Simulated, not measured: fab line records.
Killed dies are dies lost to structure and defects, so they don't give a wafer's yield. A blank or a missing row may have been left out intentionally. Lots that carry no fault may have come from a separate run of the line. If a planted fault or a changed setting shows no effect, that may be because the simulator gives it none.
Matching of chambers    flow n5 finfet    N5_BEOL_M14_VIA_ETCH_16 on rie diel-04: 4 sister chambers
The step etches SiO2 in C4F8/O2/Ar, target depth 1231.3 nm. 18 wafers are shown with their chamber, then 9 later ones without.

== WAFERS, EACH WITH ITS CHAMBER ==
wafer   chamber  rf vpp V (V)  showerhead plenum p Torr (Torr)  oes_ar_750_au (a.u.)
L076.1  2        2184          3.37                             0.69
L076.2  0        2249          3.53                             0.69
L076.4  3        2267          3.32                             0.78
L077.2  3        2267          3.32                             0.77
L077.3  0        2250          3.53                             0.68
L077.5  0        2247          3.53                             0.68
L078.2  3        2266          3.31                             0.76
L078.3  0        2249          3.53                             0.68
L078.6  1        2212          3.51                             0.98
L080.4  1        2213          3.50                             0.95
L080.5  0        2247          3.52                             0.67
L080.6  3        2268          3.31                             0.76
L081.3  1        2212          3.50                             0.94
L081.4  3        2267          3.31                             0.76
L081.5  1        2213          3.50                             0.94
L088.1  0        2248          3.51                             0.93
L088.4  1        2211          3.49                             0.89
L088.5  3        2267          3.30                             0.75

SIGNATURES (means of the wafers above)
reading                   chamber 0  chamber 1  chamber 2  chamber 3  scatter within a chamber
rf vpp V                  2248.33    2212.20    2184.00    2267.00    0.931
showerhead plenum p Torr  3.5250     3.5000     3.3700     3.3117     0.00772
oes_ar_750_au             0.7217     0.9400     0.6900     0.7633     0.0638
Rule: for each reading, subtract the chamber's mean from the wafer's reading, divide by that reading's scatter and square the result; add these up over the readings and take the root, which gives the wafer's distance from the chamber. If the next closest chamber is less than 2 further off than the closest, the wafer can't be placed; otherwise it belongs to the closest. The scatter: take each reading less its chamber's mean, square it, sum over the shown wafers, divide by the number of wafers less the number of chambers, and take the root.

== WAFERS MISSING THEIR CHAMBER ==
wafer   rf vpp V (V)  showerhead plenum p Torr (Torr)  oes_ar_750_au (a.u.)
L091.1  2183          3.35                             0.90
L091.4  2211          3.49                             0.89
L091.5  2211          3.49                             0.88
L093.1  2181          3.34                             0.89
L093.4  2264          3.29                             0.74
L093.6  2181          3.34                             0.88
L095.3  2211          3.48                             0.87
L095.5  2213          3.48                             0.87
L095.6  2245          3.51                             0.89

== THE CHAMBER EACH PASSED THROUGH ==
wafer   from the rows above  in truth
L091.1  2                    2
L091.4  1                    1
L091.5  1                    1
L093.1  2                    2
L093.4  3                    3
L093.6  2                    2
L095.3  1                    1
L095.5  1                    1
L095.6  0                    0
Correct placement for 9 of the 9. From these rows, 0 cannot be placed. 0 placed wrongly.
